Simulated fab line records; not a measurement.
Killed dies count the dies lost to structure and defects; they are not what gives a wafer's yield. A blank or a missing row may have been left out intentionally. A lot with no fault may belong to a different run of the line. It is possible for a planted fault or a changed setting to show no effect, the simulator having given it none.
fab line records	flow n5-finfet
record: lots: 6	wafers: 17	last-day: 16
route steps=1938 shown BEOL_M7@1290
lots that met no fault: taken from a fault-free run of the same line
start-h: hours from the record's opening day to when the first of the lot's shown wafers began	wait-h: hours from the lot's prior step to this one	" as in the row above	L1.1+2: one row covering several wafers at once	- value missing, or start not given	* or withheld: withheld	< > ~ a bound
route shown NAME@n: a module of which the file shows steps, and the number in the route of the first	usual: mean/standard deviation of fault-free wafers	same: alike in all rows	chamber/n: place in a boat	sites: the reading at each site	_std_site: standard deviation across them	_edge_site: inner sites' mean taken away from outer sites' mean	radius-mm: for every site, how far away it sits from the centre of the wafer	mask NAME#n: copy n	behind: the most recent tool/chamber to have shaped the wafer	hold: why the lot went on hold/how many hours it stayed there/how the hold came to an end	device: whichever transistor did not switch (one of n, p or np)	end of line: the route-end tests of the same wafers	where a step has no rows: the recipe by itself	killed: at the first sort, the dies lost to defects and structure; wafer yield is something else	map: a wafer's dies, marking killed ones x, the rest . and places with no die _
set.NAME: the setting the step ran with; set.NAME@STEP: the setting that earlier step ran with	model.NAME: the simulator's own value behind a step, which no gauge read
lots at selected steps of the route; one table per step, one row per wafer
services: from which hour (start-h, from the record's first day; less than 0 if before it) a tool's chamber was out of use, for how many hours, and why
== steps ==
step: N5_BEOL_M7_COAT_22
recipe: resist: CAR-EUV	spin-rpm: 1500	resist-thk-nm: 30
step: N5_BEOL_M7_EBR_24
recipe: solvent: PGMEA	ebr-width-mm: 1.5
step: N5_BEOL_M7_SOFTBAKE_23
recipe: temp-c: 110	time-s: 60	resist: CAR-EUV
step: N5_BEOL_M7_EXPOSE_25
recipe: mask-id: V6	na: 0.33	source-shape: annular	sigma-inner: 0.4	sigma-outer: 0.8	polarization: unpolarized	target-cd-nm: 40	dose-mj: 42.5
step: N5_BEOL_M7_PEB_26
recipe: peb-temp-c: 100	peb-time-s: 60	resist: CAR-EUV
step: N5_BEOL_M7_DEVELOP_27
recipe: develop-time-s: 30	developer: TMAH	resist: CAR-EUV	rinse-liquid: surfactant-rinse	dry: air-spin	dev-temp-c: 23
step: N5_BEOL_M7_CD_MEAS_28
recipe: target-cd-nm: 40	landing-energy-ev: 500	detector: se-inlens
usual: cd-nm: 39.98/0.24
lot.wafer	tool	chamber	start-h	wait-h	cd-nm
L435.1	cd-sem-03	0	217.44	-	39.80
L435.4	"	0	"	"	39.74
L435.6	"	0	"	"	39.98
L437.1	cd-sem-02	0	222.67	-	39.78
L437.3	"	0	"	"	39.98
L437.5	"	0	"	"	39.61
L443.4	cd-sem-01	0	256.84	-	39.56
L443.5	"	0	"	"	39.63
L443.6	"	0	"	"	40.32
L446.1	cd-sem-01	0	269.42	-	40.07
L446.4	"	0	"	"	40.59
L446.6	"	0	"	"	40.06
L448.3	cd-sem-03	0	293.35	-	40.14
L448.5	"	0	"	"	40.06
L452.1	cd-sem-01	0	307.60	-	40.03
L452.2	"	0	"	"	39.73
L452.6	"	0	"	"	39.86
step: N5_BEOL_M7_OVL_MEAS_29
recipe: points-per-wafer: 522
usual: V6_OVL: 0.4/0.84
lot.wafer	tool	chamber	start-h	wait-h	V6_OVL[nm]
L435.1	overlay-01	0	217.47	0.0	-0.5
L435.4	"	0	"	"	1.7
L435.6	"	0	"	"	0.7
L437.1	overlay-01	0	222.70	0.0	0.5
L437.3	"	0	"	"	-0.2
L437.5	"	0	"	"	-0.3
L443.4	overlay-01	0	256.88	0.0	1.9
L443.5	"	0	"	"	2.0
L443.6	"	0	"	"	1.6
L446.1	overlay-02	0	269.45	0.0	0.3
L446.4	"	0	"	"	1.7
L446.6	"	0	"	"	0.8
L448.3	overlay-01	0	293.39	0.0	-0.3
L448.5	"	0	"	"	0.6
L452.1	overlay-02	0	307.63	0.0	0.5
L452.2	"	0	"	"	-0.7
L452.6	"	0	"	"	-0.4
step: N5_BEOL_M7_INSPECT_30
recipe: mode: adi	inspect-instrument: brightfield
usual: raw-defect-count: 393/95
lot.wafer	tool	chamber	start-h	wait-h	raw-defect-count
L435.1	defect-inspect-01	-	217.53	0.1	464
L435.4	"	-	"	"	519
L435.6	"	-	"	"	371
L437.1	defect-inspect-02	-	222.76	0.1	398
L437.3	"	-	"	"	338
L437.5	"	-	"	"	348
L443.4	defect-inspect-01	-	256.93	0.0	384
L443.5	"	-	"	"	431
L443.6	"	-	"	"	432
L446.1	defect-inspect-01	-	269.51	0.1	518
L446.4	"	-	"	"	484
L446.6	"	-	"	"	583
L448.3	defect-inspect-01	-	293.43	0.0	370
L448.5	"	-	"	"	436
L452.1	defect-inspect-01	-	307.69	0.1	383
L452.2	"	-	"	"	325
L452.6	"	-	"	"	388
step: N5_BEOL_M7_DESCUM_33
recipe: chemistry: O2	time-s: 7	source-power-w: 50	bias-power-w: 20	pressure-mtorr: 20	rf-frequency-hz: 2.712e+07	temp-c: 40	resist: CAR-EUV	o2-flow-sccm: 225
usual: drypump-motor-current-A: 5.4/0.44	oes-product-au: 0.81/0.1	rf-vpp-V: 243.3/1.5	showerhead-plenum-p-Torr: 2.10/0.072	throttle-valve-pct: 20.33/0.3
lot.wafer	tool	chamber	start-h	wait-h	drypump-motor-current-A	oes-product-au	rf-hours-counter-h	rf-vpp-V	showerhead-plenum-p-Torr	throttle-valve-pct
L435.1	rie-diel-04	3	217.56	0.0	5.9	0.68	226	241.4	1.99	20.87
L435.4	"	2	"	"	4.7	0.88	35	244.6	2.21	20.18
L435.6	"	3	"	"	5.9	0.70	-	240.2	1.99	20.85
L437.1	rie-diel-01	1	222.86	0.1	6.0	0.96	13	242.0	2.05	19.87
L437.3	"	2	"	"	5.4	0.70	191	243.4	2.08	20.59
L437.5	"	0	"	"	5.3	0.82	-	245.3	2.21	20.46
L443.4	rie-diel-01	1	257.27	0.3	5.9	0.93	23	242.9	2.05	19.89
L443.5	"	2	"	"	5.4	0.69	-	242.0	2.08	20.59
L443.6	"	1	"	"	6.0	0.91	-	242.6	2.05	19.89
L446.1	rie-diel-04	1	270.19	0.7	5.1	0.94	22	244.2	2.12	19.97
L446.4	"	0	"	"	5.4	0.88	43	241.2	2.05	20.31
L446.6	"	3	"	"	5.9	0.68	-	241.9	1.98	20.89
L448.3	rie-diel-04	0	293.70	0.3	5.4	0.88	49	241.6	2.05	20.31
L448.5	"	1	"	"	5.1	0.93	-	242.3	2.12	19.97
L452.1	rie-diel-04	2	307.73	0.0	4.7	0.84	62	244.8	2.20	20.20
L452.2	"	1	"	"	5.1	0.91	32	244.6	2.12	19.97
L452.6	"	1	"	"	5.1	0.92	-	244.1	2.12	19.97
step: N5_BEOL_M7_ETCH_72
recipe: chemistry: N2/H2	target: underlayer	target-depth-a: 65	mask-material: CAR-EUV	time-s: 5.2	ion-energy-ev: 200	pressure-mtorr: 30	source-w: 840	bias-w: 150	n2-flow-sccm: 200	h2-flow-sccm: 200	ends: cleared
usual: drypump-motor-current-A: 5.4/0.44	etch-rf-on-time-s: 5.14/0.14	oes-product-au: 0.69/0.088	rf-vpp-V: 524.3/2.8	showerhead-plenum-p-Torr: 2.56/0.095	throttle-valve-pct: 17.77/0.28
lot.wafer	tool	chamber	start-h	wait-h	drypump-motor-current-A	etch-rf-on-time-s	oes-product-au	rf-hours-counter-h	rf-vpp-V	showerhead-plenum-p-Torr	throttle-valve-pct
L435.1	rie-diel-04	3	217.60	0.0	5.9	5.29	0.59	226	520.7	2.40	18.16
L435.4	"	2	"	"	4.7	5.08	0.76	35	531.3	2.71	17.73
L435.6	"	3	"	"	5.9	5.31	0.59	-	520.3	2.40	18.13
L437.1	rie-diel-01	1	222.89	0.0	6.0	4.80	0.84	13	521.0	2.47	17.18
L437.3	"	2	"	"	5.4	5.33	0.60	191	524.4	2.55	18.19
L437.5	"	0	"	"	5.3	4.99	0.71	-	529.4	2.68	17.85
L443.4	rie-diel-01	1	257.31	0.0	6.0	4.81	0.82	23	522.8	2.47	17.18
L443.5	"	2	"	"	5.4	5.28	0.60	-	522.5	2.54	18.17
L443.6	"	1	"	"	6.0	4.87	0.81	-	521.1	2.47	17.18
L446.1	rie-diel-04	1	270.22	0.0	5.1	5.04	0.79	22	525.3	2.60	17.55
L446.4	"	0	"	"	5.4	5.15	0.75	43	523.0	2.48	17.62
L446.6	"	3	"	"	5.9	5.27	0.57	-	520.8	2.39	18.17
L448.3	rie-diel-04	0	293.73	0.0	5.4	5.11	0.75	49	522.6	2.48	17.64
L448.5	"	1	"	"	5.1	5.00	0.79	-	526.3	2.60	17.56
L452.1	rie-diel-04	2	307.76	0.0	4.7	5.08	0.72	62	527.2	2.70	17.81
L452.2	"	1	"	"	5.1	5.10	0.79	32	525.6	2.60	17.57
L452.6	"	1	"	"	5.1	5.08	0.77	-	523.6	2.60	17.58
step: N5_BEOL_M7_ETCH_65
recipe: chemistry: CF4	target: SiARC	target-depth-a: 156	mask-material: CAR-EUV	time-s: 26	ion-energy-ev: 80	pressure-mtorr: 40	source-w: 545	bias-w: 36	Ar_flow_sccm: 100	cf4-flow-sccm: 100	ends: cleared
usual: cf4-flow-sccm: 100.0/0.3	drypump-motor-current-A: 5.4/0.44	etch-rf-on-time-s: 25.6/0.65	mfc-ar-sccm: 100.0/0.31	oes-product-au: 0.70/0.088	rf-vpp-V: 184.2/1.2	showerhead-plenum-p-Torr: 2.16/0.076	throttle-valve-pct: 15.6/0.3
lot.wafer	tool	chamber	start-h	wait-h	cf4-flow-sccm	drypump-motor-current-A	etch-rf-on-time-s	mfc-ar-sccm	oes-product-au	rf-hours-counter-h	rf-vpp-V	showerhead-plenum-p-Torr	throttle-valve-pct
L435.1	rie-diel-04	3	217.61	0.0	100.4	5.9	26.0	100.2	0.60	226	183.3	2.03	16.1
L435.4	"	2	"	"	100.0	4.7	24.7	99.8	0.76	35	185.4	2.28	15.5
L435.6	"	3	"	"	99.7	5.9	26.1	99.9	0.59	-	182.0	2.03	16.0
L437.1	rie-diel-01	1	222.91	0.0	99.9	5.9	24.8	100.1	0.82	13	184.6	2.10	15.0
L437.3	"	2	"	"	100.1	5.5	26.9	100.1	0.60	191	182.2	2.12	15.8
L437.5	"	0	"	"	100.0	5.3	25.2	99.8	0.71	-	184.8	2.24	15.5
L443.4	rie-diel-01	1	257.32	0.0	100.0	5.9	24.6	100.1	0.80	23	184.2	2.09	15.1
L443.5	"	2	"	"	100.0	5.5	26.2	99.6	0.59	-	183.7	2.12	15.8
L443.6	"	1	"	"	99.7	5.9	24.6	100.3	0.81	-	182.6	2.09	15.0
L446.1	rie-diel-04	1	270.24	0.0	99.4	5.1	25.3	99.8	0.80	22	184.6	2.18	15.2
L446.4	"	0	"	"	100.0	5.4	25.3	100.1	0.76	43	184.1	2.09	15.4
L446.6	"	3	"	"	100.2	5.9	26.2	100.0	0.58	-	183.1	2.03	16.1
L448.3	rie-diel-04	0	293.75	0.0	100.3	5.4	25.6	100.1	0.75	49	182.2	2.09	15.4
L448.5	"	1	"	"	100.2	5.1	25.5	99.9	0.78	-	185.8	2.18	15.2
L452.1	rie-diel-04	2	307.78	0.0	100.2	4.7	25.1	99.3	0.72	62	186.3	2.27	15.5
L452.2	"	1	"	"	100.4	5.1	25.3	100.4	0.78	33	183.9	2.18	15.2
L452.6	"	1	"	"	100.3	5.1	25.1	100.1	0.79	-	183.8	2.18	15.2
step: N5_BEOL_M7_ETCH_66
recipe: chemistry: N2/H2	target: SOC	target-depth-a: 800	overetch-a: 160	mask-material: SiARC	temp-c: 40	time-s: 120	ion-energy-ev: 200	pressure-mtorr: 30	source-w: 840	bias-w: 150	n2-flow-sccm: 200	h2-flow-sccm: 200
usual: drypump-motor-current-A: 5.4/0.44	oes-product-au: 0.62/0.071	rf-vpp-V: 524.3/2.7	showerhead-plenum-p-Torr: 2.56/0.094	throttle-valve-pct: 17.73/0.29
lot.wafer	tool	chamber	start-h	wait-h	drypump-motor-current-A	oes-product-au	rf-hours-counter-h	rf-vpp-V	showerhead-plenum-p-Torr	throttle-valve-pct	model.SiARC_of_BEOL_M7_COAT_64.thk-nm	model.BEOL_M7.cd-nm
L435.1	rie-diel-04	3	217.64	0.0	5.9	0.54	226	520.3	2.40	18.10	6.4	39.8
L435.4	"	2	"	"	4.7	0.66	35	528.0	2.71	17.69	6.2	39.8
L435.6	"	3	"	"	5.9	0.54	-	518.5	2.40	18.10	6.4	39.8
L437.1	rie-diel-01	1	222.94	0.0	6.0	0.73	13	520.9	2.47	17.11	6	39.8
L437.3	"	2	"	"	5.5	0.56	191	522.8	2.55	18.14	6.6	39.8
L437.5	"	0	"	"	5.4	0.61	-	527.8	2.68	17.78	6.2	39.8
L443.4	rie-diel-01	1	257.35	0.0	6.0	0.71	23	523.1	2.47	17.11	6	40
L443.5	"	2	"	"	5.4	0.54	-	523.5	2.54	18.14	6.6	39.8
L443.6	"	1	"	"	6.0	0.70	-	522.6	2.47	17.13	6	40
L446.1	rie-diel-04	1	270.27	0.0	5.1	0.70	22	525.3	2.60	17.50	6.2	40.4
L446.4	"	0	"	"	5.4	0.66	43	522.3	2.48	17.61	6.2	40.4
L446.6	"	3	"	"	6.0	0.53	-	519.3	2.39	18.14	6.4	39.8
L448.3	rie-diel-04	0	293.78	0.0	5.4	0.66	49	523.4	2.48	17.61	6.4	40.2
L448.5	"	1	"	"	5.1	0.69	-	524.3	2.60	17.50	3	41.6
L452.1	rie-diel-04	2	307.81	0.0	4.7	0.63	62	529.5	2.70	17.74	3	41.2
L452.2	"	1	"	"	5.1	0.69	33	524.7	2.60	17.52	6.4	40
L452.6	"	1	"	"	5.1	0.69	-	525.8	2.60	17.51	6.4	39.6
step: N5_BEOL_M7_STRIP_69
recipe: chemistry: N2/H2	temp-c: 40	n2-flow-sccm: 200	h2-flow-sccm: 200	rf-frequency-hz: 6e+07
step: N5_BEOL_M7_STRIP_73
recipe: chemistry: N2/H2	temp-c: 40	n2-flow-sccm: 200	h2-flow-sccm: 200	rf-frequency-hz: 6e+07
step: N5_BEOL_M7_VIA_ETCH_34
recipe: chemistry: C4F6/O2	target: SiCOH_lowk	target-depth-a: 1255	mask-material: SOC	taper-deg: 4	time-s: 50.5	ion-energy-ev: 250	pressure-mtorr: 30	source-w: 345	bias-w: 185	Ar_flow_sccm: 300	C4F6_flow_sccm: 10	O2_flow_sccm: 10
usual: drypump-motor-current-A: 5.4/0.44	mfc-ar-sccm: 300.0/0.92	oes-product-au: 0.81/0.1	rf-vpp-V: 661/9.9	showerhead-plenum-p-Torr: 2.86/0.1	throttle-valve-pct: 20.82/0.25
lot.wafer	tool	chamber	start-h	wait-h	drypump-motor-current-A	mfc-ar-sccm	oes-product-au	rf-hours-counter-h	rf-vpp-V	showerhead-plenum-p-Torr	throttle-valve-pct	model.BEOL_M7.cd-nm
L435.1	rie-diel-04	3	217.74	0.0	5.9	300.3	0.69	226	662	2.68	21.12	39.6
L435.4	"	2	"	"	4.7	300.0	0.88	35	665	3.03	20.82	39.8
L435.6	"	3	"	"	5.9	299.8	0.68	-	662	2.68	21.13	39.6
L437.1	rie-diel-01	1	223.04	0.0	6.0	301.5	0.97	13	675	2.80	20.37	39.8
L437.3	"	2	"	"	5.5	300.4	0.71	191	652	2.84	21.07	39.6
L437.5	"	0	"	"	5.3	301.8	0.83	-	667	2.98	20.84	39.8
L443.4	rie-diel-01	1	257.45	0.0	6.0	301.7	0.95	23	674	2.79	20.38	40
L443.5	"	2	"	"	5.4	300.6	0.70	-	651	2.83	21.10	39.8
L443.6	"	1	"	"	6.0	299.9	0.95	-	674	2.79	20.40	40
L446.1	rie-diel-04	1	270.37	0.0	5.1	299.0	0.92	22	663	2.90	20.52	40.4
L446.4	"	0	"	"	5.4	300.5	0.89	43	665	2.78	20.71	40.4
L446.6	"	3	"	"	5.9	299.8	0.68	-	662	2.67	21.16	39.6
L448.3	rie-diel-04	0	293.88	0.0	5.4	299.1	0.88	49	665	2.78	20.72	40
L448.5	"	1	"	"	5.1	300.6	0.92	-	664	2.90	20.50	41.8
L452.1	rie-diel-04	2	307.91	0.0	4.8	298.9	0.84	62	665	3.02	20.84	41.2
L452.2	"	1	"	"	5.1	299.9	0.91	33	662	2.89	20.53	40.2
L452.6	"	1	"	"	5.1	300.9	0.91	-	663	2.89	20.52	39.6
step: N5_BEOL_M7_STRIP_76
recipe: chemistry: C4F6/O2	resist: SiARC	rf-frequency-hz: 6e+07
== services ==
tool	chamber	start-h	hours	kind
rie-diel-04	3	301.14	-	clean
rie-diel-04	3	301.14	-	consumable-replace:focus-ring
rie-diel-04	3	301.14	-	consumable-replace:showerhead
rie-diel-04	3	301.14	14.8	scheduled-down
rie-diel-04	3	301.14	14.8	vent-cycle
== key ==
first-sign none at tools or gauges
model-effect: step: N5_BEOL_M7_ETCH_66	value: SiARC_of_BEOL_M7_COAT_64.thk-nm	without: 6.4	struck: 3
model-effect: step: N5_BEOL_M7_VIA_ETCH_34	value: BEOL_M7.cd-nm	without: 40.2	struck: 41.5
met-at N5_BEOL_M7_ETCH_66
struck-wafers L448.5,L452.1
onset-between 270.27 293.78
fault: kind: process-parameter-drift	tool: rie-diel-04	chamber: -	onset-h: 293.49	steps: N5_BEOL_M7_ETCH_66	channel: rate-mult	offset: 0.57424	shape: step	end-h: 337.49	scope: struck-wafers-only
